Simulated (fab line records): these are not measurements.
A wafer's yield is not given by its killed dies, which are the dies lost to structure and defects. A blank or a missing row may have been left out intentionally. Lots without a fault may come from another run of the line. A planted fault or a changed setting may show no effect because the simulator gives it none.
fab line records	flow n5_finfet
[record] lots = 10	wafers = 28	last_day = 18
route steps=1938 shown BEOL_M4@1111 BEOL_M8@1380 BEOL_M9@1401 PASSIVATION@1936
lots that met no fault: from a run of the same line without faults
start_h: the number of hours between the record's first day and the start of the first shown wafer of the lot	wait_h: how many hours have passed since the lot's step before this one	" unchanged from the row above	L1.1+2: a row that stands for several wafers	- no value, or no start was given	* or withheld: withheld	< > ~ a bound
route shown NAME@n: names a module that has steps shown in the file, with the first one's number in the route	usual: mean/standard deviation of fault-free wafers	same: alike in all rows	chamber/n: place in a boat	sites: per-site readings	_std_site: their standard deviation	_edge_site: inner sites' mean taken away from outer sites' mean	radius_mm: how far each site lies from the wafer's centre	mask NAME#n: copy n	behind: the last tool/chamber to shape the wafer	hold: reason for holding the lot/hours on hold/outcome of the hold	device: whichever transistor did not switch (one of n, p or np)	end of line: the same wafers' tests at the end of the route	a step with no rows: only its recipe	killed: count of dies lost to structure and defects at first sort (not the wafer's yield)	map: dies across one wafer; x = killed, . = not, _ = none there
set.NAME: the setting the step ran with; set.NAME@STEP: the setting that earlier step ran with	model.NAME: the simulator's own value behind a step, which no gauge read
a sample of lots followed through the steps of the route, with each step as a table and each wafer as a row
services: from which hour (start_h, from the record's first day; less than 0 if before it) a tool's chamber was out of use, for how many hours, and why
[[steps]]
[step N5_BEOL_M4_RC_MEAS_101]
[usual] DIBL_N = 35.6/1.7	DIBL_P = 35.0/2	IOFF_N = 0.148/0.027	IOFF_P = 0.19/0.032	ION_N = 671/14	ION_P = 460/9.1	SS_N = 71.3/0.62	SS_P = 73.0/0.64	VT_N = 251/3.2	VT_P = -251.5/2.9
lot.wafer	tool	chamber	start_h	wait_h	DIBL_N[mV/V]	DIBL_P[mV/V]	IOFF_N[nA/um]	IOFF_P[nA/um]	ION_N[uA/um]	ION_P[uA/um]	SS_N[mV/dec]	SS_P[mV/dec]	VT_N[mV]	VT_P[mV]
L184.3	prober-02	0	200.09	0.3	36.1	37.1	0.174	0.20	701	470	71.1	73.9	248	-252.5
L184.4	"	0	"	"	35.4	37.2	0.150	0.19	673	460	70.9	73.9	252	-249.9
L184.5	"	0	"	"	35.2	35.8	0.148	0.17	678	464	71.2	73.1	251	-251.1
L190.4	prober-01	0	212.66	0.5	34.9	35.3	0.137	0.19	666	460	71.2	72.9	252	-252.1
L190.5	"	0	"	"	35.0	32.8	0.124	0.15	633	436	71.7	72.5	254	-258.2
L192.4	prober-02	0	217.85	0.5	35.9	36.2	0.157	0.23	663	458	71.7	73.0	250	-249.4
L192.5	"	0	"	"	35.4	35.7	0.155	0.22	680	465	71.7	72.7	249	-250.6
L193.3	prober-01	0	248.31	0.3	33.8	34.1	0.140	0.22	674	467	71.2	73.1	250	-246.6
L193.5	"	0	"	"	34.2	34.7	0.161	0.23	690	472	71.3	73.4	245	-246.9
L193.6	"	0	"	"	37.2	38.8	0.214	0.31	680	473	72.0	74.6	245	-244.7
L194.2	prober-01	0	249.09	0.6	34.4	36.7	0.149	0.25	679	471	71.1	74.1	249	-246.7
L194.5	"	0	"	"	31.1	31.3	0.094	0.16	650	460	71.0	71.8	257	-249.5
L194.6	"	0	"	"	35.0	36.3	0.163	0.24	687	472	71.4	73.4	248	-247.2
L199.1	prober-01	0	280.14	0.0	36.7	34.2	0.161	0.21	658	451	72.0	73.1	252	-249.6
L199.3	"	0	"	"	33.8	31.8	0.117	0.17	660	452	71.2	72.4	252	-252.6
L199.5	"	0	"	"	33.4	31.3	0.114	0.16	639	447	70.4	72.5	253	-253.5
L202.2	prober-01	0	296.66	0.2	34.2	33.0	0.118	0.15	657	449	70.2	72.0	253	-255.5
L202.4	"	0	"	"	36.4	35.6	0.160	0.19	690	466	71.7	72.1	248	-253.0
L202.6	"	0	"	"	36.4	35.6	0.148	0.18	669	454	70.8	72.8	253	-252.2
L205.4	prober-02	0	308.85	0.5	34.3	32.5	0.125	0.17	661	453	71.1	72.1	250	-253.9
L205.5	"	0	"	"	36.1	34.7	0.166	0.21	677	458	71.4	72.9	245	-248.5
L205.6	"	0	"	"	33.4	31.5	0.114	0.16	662	460	70.9	71.8	254	-254.1
L207.2	prober-02	0	321.94	0.2	37.7	37.6	0.200	0.22	701	468	71.8	74.1	246	-253.1
L207.3	"	0	"	"	35.9	35.5	0.155	0.19	679	458	71.2	73.3	249	-251.3
L207.6	"	0	"	"	36.3	36.0	0.166	0.20	681	456	71.3	73.6	245	-250.3
L206.1	prober-01	0	322.01	0.0	37.0	37.4	0.156	0.22	677	472	71.3	73.3	250	-251.2
L206.3	"	0	"	"	36.2	35.8	0.144	0.18	680	464	71.2	72.3	251	-253.6
L206.5	"	0	"	"	34.6	33.7	0.120	0.16	668	462	69.9	72.6	254	-252.9
[step N5_BEOL_M8_OCD_MEAS_38]
[usual] trench_depth_nm = 93.7/1.6
lot.wafer	tool	chamber	start_h	wait_h	trench_depth_nm
L184.3	ocd-02	-	239.64	-	91.9
L184.4	"	-	"	"	92.3
L184.5	"	-	"	"	90.8
L192.4	ocd-02	-	252.79	-	92.8
L192.5	"	-	"	"	91.5
L190.4	ocd-01	-	260.45	-	94.4
L190.5	"	-	"	"	97.5
L193.3	ocd-01	-	285.56	-	94.9
L193.5	"	-	"	"	96.5
L193.6	"	-	"	"	94.3
L194.2	ocd-02	-	289.54	-	94.9
L194.5	"	-	"	"	94.5
L194.6	"	-	"	"	93.0
L199.1	ocd-02	-	315.81	-	92.3
L199.3	"	-	"	"	91.1
L199.5	"	-	"	"	93.5
L202.2	ocd-02	-	335.72	-	96.2
L202.4	"	-	"	"	91.9
L202.6	"	-	"	"	91.6
L205.4	ocd-02	-	347.95	-	93.1
L205.5	"	-	"	"	93.0
L205.6	"	-	"	"	93.7
L206.1	ocd-01	-	363.28	-	91.6
L206.3	"	-	"	"	94.2
L206.5	"	-	"	"	92.8
L207.2	ocd-01	-	363.70	-	91.2
L207.3	"	-	"	"	91.5
L207.6	"	-	"	"	91.5
[step N5_BEOL_M8_CMP_52]
[recipe] stop_on = SiCOH_lowk	t_overpolish_s = 6.9	down_force_psi = 1	platen_rpm = 50	clearing_platen_down_force_psi = 1.5	clearing_platen_rpm = 50	post_cmp_clean = cu_alkaline	target_thk_nm = 80	clearing_platen_pad_velocity_m_s = 0.99484	pad_velocity_m_s = 0.99484
[usual] barrier_field_endpoint_s = 28.9/0.86	clearing_platen_rpm = 50.002/0.026	motor_current_A = 6.0/0.77	overpolish_run_s = 6.899/0.01	time_to_endpoint_s = 62/3.2
lot.wafer	tool	chamber	start_h	wait_h	barrier_field_endpoint_s	clearing_platen_rpm	motor_current_A	overpolish_run_s	time_to_endpoint_s
L184.4	cmp-04	0	242.82	0.2	30.0	50.019	4.9	6.896	59
L184.3	"	1	"	"	28.4	50.010	6.2	6.906	60
L184.5	"	2	"	"	30.2	50.012	5.3	6.928	63
L192.4	cmp-01	3	256.73	0.2	29.9	49.973	5.3	6.899	66
L192.5	"	1	"	"	29.8	50.023	6.3	6.885	69
L190.4	cmp-01	3	263.38	0.2	30.0	50.017	5.4	6.878	63
L190.5	"	3	"	"	30.5	49.985	5.4	6.893	64
L193.3	cmp-04	0	290.16	0.2	28.7	50.027	5.2	6.915	57
L193.5	"	0	"	"	28.8	50.052	5.0	6.902	59
L193.6	"	1	"	"	27.6	50.016	6.0	6.903	56
L194.2	cmp-04	0	293.32	0.2	29.2	50.016	5.1	6.889	59
L194.5	"	0	"	"	28.7	50.019	5.0	6.889	58
L194.6	"	1	"	"	29.6	49.988	6.1	6.883	59
L199.1	cmp-04	1	318.58	0.3	28.1	49.982	5.6	6.889	61
L199.3	"	2	"	"	29.1	49.963	5.3	6.908	67
L199.5	"	0	"	"	29.3	50.003	5.2	6.912	61
L202.4	cmp-04	3	339.17	0.1	29.9	49.999	6.9	6.899	71
L202.2	"	0	"	"	28.9	49.983	5.1	6.907	65
L202.6	"	3	"	"	29.8	50.020	6.9	6.895	70
L205.4	cmp-04	2	350.78	0.2	28.5	49.987	5.2	6.896	64
L205.6	"	1	"	"	28.7	50.038	6.4	6.884	60
L205.5	"	2	"	"	29.1	49.999	5.3	6.920	65
L206.3	cmp-01	1	366.78	0.2	28.2	49.988	6.6	6.899	62
L206.1	"	2	"	"	28.4	49.990	5.5	6.894	62
L206.5	"	2	"	"	28.4	50.036	5.5	6.883	59
L207.3	cmp-01	2	367.14	0.2	28.1	50.019	5.4	6.915	61
L207.2	"	0	"	"	28.3	49.945	6.4	6.892	60
L207.6	"	3	"	"	27.6	49.984	5.3	6.881	59
[step N5_BEOL_M8_RS_MEAS_57]
[recipe] thk_meas_gauge = four-point-probe	reads = Cu_of_BEOL_M8_ECD_50+Co_of_BEOL_M8_CVD_78+TaN_of_BEOL_M8_ALD_77
[usual] M8_RS = 0.286/0.0081
lot.wafer	tool	chamber	start_h	wait_h	M8_RS[ohm/sq]
L184.3	film_metro-01	-	243.17	0.1	0.296
L184.4	"	-	"	"	0.292
L184.5	"	-	"	"	0.293
L192.4	film_metro-02	-	257.08	0.0	0.286
L192.5	"	-	"	"	0.283
L190.4	film_metro-01	-	263.77	0.0	0.281
L190.5	"	-	"	"	0.273
L193.3	film_metro-01	-	290.59	0.1	0.284
L193.5	"	-	"	"	0.281
L193.6	"	-	"	"	0.292
L194.2	film_metro-01	-	293.75	0.1	0.279
L194.5	"	-	"	"	0.284
L194.6	"	-	"	"	0.288
L199.1	film_metro-02	-	318.93	0.1	0.301
L199.3	"	-	"	"	0.295
L199.5	"	-	"	"	0.297
L202.2	film_metro-02	-	339.59	0.1	0.270
L202.4	"	-	"	"	0.288
L202.6	"	-	"	"	0.283
L205.4	film_metro-02	-	351.17	0.0	0.279
L205.5	"	-	"	"	0.278
L205.6	"	-	"	"	0.284
L206.1	film_metro-02	-	367.21	0.1	0.292
L206.3	"	-	"	"	0.284
L206.5	"	-	"	"	0.291
L207.2	film_metro-02	-	367.57	0.1	0.295
L207.3	"	-	"	"	0.295
L207.6	"	-	"	"	0.297
[step N5_BEOL_M9_ILD_DEP_00]
[recipe] material = SiCOH_lowk	target_thk_a = 3085.1	temp_c = 300	precursor = DEMS/porogen	pressure_torr = 5	rf_w = 500	time_s = 58
[usual] heater_power_w = 287/32	showerhead_plenum_p_Torr = 5.735/0.016	showerhead_vpp_V = 1365/100	throttle_valve_pct = 13.8/0.51
lot.wafer	tool	chamber	start_h	wait_h	heater_power_w	showerhead_plenum_p_Torr	showerhead_vpp_V	throttle_valve_pct
L184.3	pecvd-03	1	243.26	0.1	322	5.745	1349	14.4
L184.4	"	0	"	"	273	5.722	1286	13.6
L184.5	"	0	"	"	284	5.727	1292	13.4
L192.4	pecvd-03	2	257.17	0.1	225	5.754	1392	13.0
L192.5	"	1	"	"	310	5.746	1344	14.6
L190.4	pecvd-02	2	263.85	0.1	303	5.754	1226	13.4
L190.5	"	1	"	"	362	5.725	1561	13.8
L193.3	pecvd-02	0	290.65	0.0	246	5.728	1480	13.8
L193.5	"	1	"	"	286	5.731	1560	14.3
L193.6	"	0	"	"	253	5.759	1520	13.8
L194.2	pecvd-02	1	293.81	0.0	299	5.719	1580	14.5
L194.5	"	1	"	"	318	5.728	1573	14.4
L194.6	"	2	"	"	296	5.737	1249	13.6
L199.1	pecvd-02	1	319.00	0.0	366	5.728	1546	14.2
L199.3	"	0	"	"	274	5.735	1508	13.9
L199.5	"	1	"	"	291	5.730	1568	14.0
L199.1	pecvd-02	1	319.25	0.2	376	5.742	1556	14.1
L199.3	"	0	"	"	283	5.751	1480	13.8
L199.5	"	1	"	"	292	5.735	1599	14.1
L202.2	pecvd-02	1	339.66	0.0	352	5.737	1572	14.4
L202.4	"	0	"	"	300	5.760	1505	14.0
L202.6	"	1	"	"	352	5.702	1547	14.2
L202.2	pecvd-02	1	339.95	0.3	349	5.727	1580	14.1
L202.4	"	0	"	"	292	5.744	1510	13.9
L202.6	"	1	"	"	353	5.741	1572	14.0
L205.4	pecvd-02	2	351.26	0.1	295	5.749	1241	13.8
L205.5	"	0	"	"	288	5.745	1486	13.6
L205.6	"	1	"	"	359	5.729	1552	14.3
L206.1	pecvd-03	2	367.27	0.0	219	5.744	1400	13.4
L206.3	"	0	"	"	271	5.721	1263	13.4
L206.5	"	2	"	"	230	5.760	1369	13.2
L207.2	pecvd-02	2	367.63	0.0	295	5.745	1260	13.6
L207.3	"	1	"	"	304	5.731	1557	14.5
L207.6	"	2	"	"	233	5.755	1239	13.9
[step N5_BEOL_M9_THK_MEAS_01]
[recipe] reads = SiCOH_lowk_of_BEOL_M9_ILD_DEP_00
[usual] M9_ILD_THK = 268/3.9
lot.wafer	tool	chamber	start_h	wait_h	M9_ILD_THK[nm]
L184.3	film_metro-01	-	243.85	0.3	271
L184.4	"	-	"	"	270
L184.5	"	-	"	"	266
L192.4	film_metro-02	-	257.74	0.2	271
L192.5	"	-	"	"	269
L190.4	film_metro-01	-	264.90	0.4	269
L190.5	"	-	"	"	263
L193.3	film_metro-01	-	291.24	0.3	260
L193.5	"	-	"	"	261
L193.6	"	-	"	"	265
L194.2	film_metro-01	-	294.40	0.4	262
L194.5	"	-	"	"	269
L194.6	"	-	"	"	270
L199.1	film_metro-01	-	320.67	0.4	536
L199.3	"	-	"	"	538
L199.5	"	-	"	"	543
L202.2	film_metro-02	-	341.36	0.4	530
L202.4	"	-	"	"	546
L202.6	"	-	"	"	535
L205.4	film_metro-02	-	352.01	0.2	274
L205.5	"	-	"	"	274
L205.6	"	-	"	"	265
L206.1	film_metro-02	-	367.87	0.4	268
L206.3	"	-	"	"	265
L206.5	"	-	"	"	270
L207.2	film_metro-02	-	368.22	0.4	268
L207.3	"	-	"	"	261
L207.6	"	-	"	"	272
[step N5_PASSIVATION_PROBE_49]
[usual] defect_limited_yield = 91.2/1.6	killed_at_M0_to_M3 = 35/11	killed_at_M4_up = 14/5.4	killed_at_contacts = 13/6	killed_at_front_end = 38/11	killed_at_other = 3.4/2.6	killed_dies = 104/19	killed_on_rim = 13/3.9	killed_open = 68/13	killed_short = 34/8.5	sort_bin_5_function = 5.1/1	sort_bin_6_memory = 3.3/0.72	sort_bin_8_speed = 0.1/0.9	sort_n_pass = 1075/22	sort_yield_pct = 91.1/1.9
[same] gross_dies = 1180	killed_at_back_side = 0	sort_bin_4_leakage[%] = 0
lot.wafer	tool	chamber	start_h	wait_h	defect_limited_yield[%]	killed_at_M0_to_M3	killed_at_M4_up	killed_at_contacts	killed_at_front_end	killed_at_other	killed_dies	killed_on_rim	killed_open	killed_short	sort_bin_5_function[%]	sort_bin_6_memory[%]	sort_bin_8_speed[%]	sort_n_pass	sort_yield_pct[%]
L192.4	prober-01	-	331.64	0.2	92.5	25	13	11	36	3	88	14	60	26	4.0	3.1	0	1092	92.5
L190.4	prober-02	-	346.54	0.2	91.6	19	22	17	36	5	99	12	58	36	4.5	3.1	0	1081	91.6
L190.5	prober-02	-	346.59	0.2	90.3	36	28	4	43	4	115	13	69	44	5.4	4.0	5.8	996	84.4
L193.3	prober-02	-	362.69	0.1	93.4	19	8	5	38	8	78	10	47	31	3.9	2.3	0	1102	93.4
L193.5	prober-02	-	362.79	0.2	93.1	40	14	4	17	6	81	8	46	34	3.4	3.1	0	1099	93.1
L193.6	prober-02	-	362.84	0.3	92.5	52	6	4	24	2	88	12	52	34	4.4	2.5	0	1092	92.5
L199.1	prober-02	-	389.38	0.0	0	34	1074	17	45	10	1180	152	80	40	95.8	3.9	0	0	0
L199.3	prober-02	-	389.48	0.1	0	42	1072	5	56	5	1180	152	90	31	95.8	4.0	0	0	0
L199.5	prober-02	-	389.58	0.2	0	24	1084	26	42	4	1180	152	80	32	96.0	3.6	0	0	0
L202.2	prober-02	-	408.33	0.1	0	37	1101	16	23	3	1180	152	72	24	96.7	3.0	0	0	0
L202.4	prober-02	-	408.43	0.2	0	67	1057	24	30	2	1180	152	97	43	94.4	5.1	0	0	0
L202.6	prober-02	-	408.53	0.3	0	35	1104	10	28	3	1180	152	63	18	97.5	2.3	0	0	0
// killed by level:class
L192.4 FIN_SAQP:geometric_particle:open=11 MOL_CONTACT_COAG:geometric_particle:open=10 BEOL_M3:geometric_particle:open=7 BEOL_M2:geometric_particle:open=6 FIN_SAQP:geometric_particle:short=4 BEOL_M1:geometric_particle:open=4 BEOL_M3:geometric_particle:short=4 STI_FIN_REVEAL:geometric_particle:open=3
L190.4 BEOL_M4:geometric_particle:open=10 MOL_CONTACT_COAG:geometric_particle:open=10 FIN_SAQP:geometric_particle:short=8 MOL_CONTACT_COAG:geometric_particle:short=7 FIN_SAQP:geometric_particle:open=6 BEOL_M1:geometric_particle:open=6 HKMG_FIN:area_etch=5 BEOL_M0:geometric_particle:open=4
L190.5 BEOL_M4:geometric_particle:open=15 FIN_SAQP:geometric_particle:open=13 FIN_SAQP:geometric_particle:short=10 BEOL_M0:geometric_particle:open=8 BEOL_M4:geometric_particle:short=8 BEOL_M1:geometric_particle:open=7 BEOL_M0_SAQP:geometric_particle:short=6 BEOL_M0_SAQP:geometric_particle:open=5
L193.3 FIN_SAQP:geometric_particle:open=11 BEOL_M0_SAQP:geometric_particle:short=7 FIN_SAQP:geometric_particle:short=6 MOL_CONTACT_COAG:geometric_particle:open=5 PASS1_CAP:geometric_particle:open=5 BEOL_M2:geometric_particle:open=4 STARTING-WAFER:geometric_particle:short=4 BEOL_M3:geometric_particle:short=3
L193.5 BEOL_M2:geometric_particle:open=9 BEOL_M4:geometric_particle:open=9 BEOL_M3:geometric_particle:open=7 FIN_SAQP:geometric_particle:short=6 BEOL_M0_SAQP:geometric_particle:open=6 BEOL_M0_SAQP:geometric_particle:short=5 PASS1_CAP:geometric_particle:short=5 BEOL_M2:geometric_particle:short=4
L193.6 BEOL_M3:geometric_particle:open=13 BEOL_M0_SAQP:geometric_particle:short=12 BEOL_M0_SAQP:geometric_particle:open=11 FIN_SAQP:geometric_particle:open=5 BEOL_M0:geometric_particle:open=5 FIN_SAQP:geometric_particle:short=4 MOL_CONTACT_COAG:geometric_particle:open=3 BEOL_M2:geometric_particle:open=3
L199.1 BEOL_M9:area_etch=1060 MOL_CONTACT_COAG:geometric_particle:open=15 FIN_SAQP:geometric_particle:open=14 BEOL_M2:geometric_particle:open=10 BEOL_M4:geometric_particle:open=7 STI_FIN_REVEAL:geometric_particle:open=6 BEOL_M1:geometric_particle:open=6 FIN_SAQP:geometric_particle:short=5
L199.3 BEOL_M9:area_etch=1059 STI_FIN_REVEAL:geometric_particle:open=19 BEOL_M2:geometric_particle:open=12 GATE_CUT:geometric_particle:short=9 BEOL_M0_SAQP:geometric_particle:open=7 BEOL_M0:geometric_particle:open=6 BEOL_M0_SAQP:geometric_particle:short=5 BEOL_M4:geometric_particle:open=5
L199.5 BEOL_M9:area_etch=1064 MOL_CONTACT_COAG:geometric_particle:open=21 BEOL_M4:geometric_particle:open=11 STI_FIN_REVEAL:geometric_particle:open=9 BEOL_M2:geometric_particle:open=9 FIN_SAQP:geometric_particle:short=6 DUMMY_GATE:geometric_particle:open=6 GATE_CUT:geometric_particle:short=5
L202.2 BEOL_M9:area_etch=1084 BEOL_M2:geometric_particle:open=17 MOL_CONTACT_COAG:geometric_particle:open=12 FIN_SAQP:geometric_particle:open=8 BEOL_M4:geometric_particle:open=7 FIN_SAQP:geometric_particle:short=4 DUMMY_GATE:geometric_particle:open=4 MOL_CONTACT_COAG:geometric_particle:short=4
L202.4 BEOL_M9:area_etch=1038 MOL_CONTACT_COAG:geometric_particle:open=18 BEOL_M2:geometric_particle:open=18 BEOL_M0_SAQP:geometric_particle:short=18 STI_FIN_REVEAL:geometric_particle:open=11 BEOL_M0_SAQP:geometric_particle:open=10 BEOL_M1:geometric_particle:open=10 BEOL_M4:geometric_particle:open=10
L202.6 BEOL_M9:area_etch=1099 BEOL_M2:geometric_particle:open=20 FIN_SAQP:geometric_particle:open=8 MOL_CONTACT_COAG:geometric_particle:open=8 BEOL_M0_SAQP:geometric_particle:open=7 FIN_SAQP:geometric_particle:short=6 STI_FIN_REVEAL:geometric_particle:open=5 BEOL_M3:geometric_particle:open=4
[[services]]
tool	chamber	start_h	hours	kind
cmp-04	-	221.30	4.0	pm
cmp-04	-	225.30	-	consumable_replace:conditioner
cmp-04	-	225.30	-	consumable_replace:pad
cmp-01	-	239.82	5.8	repair
pecvd-03	2	241.42	8.2	repair
cmp-01	-	247.03	0.3	repair
cmp-01	-	247.35	1.5	repair
cmp-04	-	253.92	7.0	pm
cmp-01	-	260.03	0.9	repair
cmp-01	-	267.74	4.1	pm
cmp-01	-	277.06	4.0	pm
cmp-01	-	281.06	-	consumable_replace:conditioner
cmp-01	-	281.06	-	consumable_replace:pad
pecvd-02	1	295.80	5.9	repair
pecvd-03	2	302.47	2.1	scheduled_down
pecvd-03	0	306.33	5.5	scheduled_down
pecvd-03	-	352.80	0.8	pm
cmp-04	-	357.06	31.8	repair
cmp-01	-	358.42	3.8	repair
[[key]]
[first_sign] step = N5_BEOL_M9_ILD_DEP_00	reading = visit	direction = added
[effect] step = N5_BEOL_M9_THK_MEAS_01	reading = M9_ILD_THK	direction = up	sigmas = 69	usual = 268	struck = 538
[effect] step = N5_PASSIVATION_PROBE_49	reading = killed_at_M4_up	direction = up	sigmas = 99+	usual = 14	struck = 1082
[more_kills_born_at] N5_BEOL_M9_ETCH_41@rie_diel-02 = 3221	N5_BEOL_M9_ETCH_41@rie_diel-04 = 3183
met_at N5_BEOL_M9_ILD_DEP_00
struck_lots L199,L202
later_rows_left_out L199.1,L199.3,L199.5,L202.2,L202.4,L202.6
not_acting_at N5_BEOL_M8_OCD_MEAS_38,N5_BEOL_M8_CMP_52,N5_BEOL_M8_RS_MEAS_57
[fault] kind = repeated_step_whole	tool = pecvd-01,pecvd-02,pecvd-03	chamber = -	onset_h = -	steps = N5_BEOL_M9_ILD_DEP_00	times = 1	scope = struck_lots_only
// later_rows_left_out: the simulator's readings of these wafers behind a module that went badly wrong aren't trusted and aren't shown, but for the sort
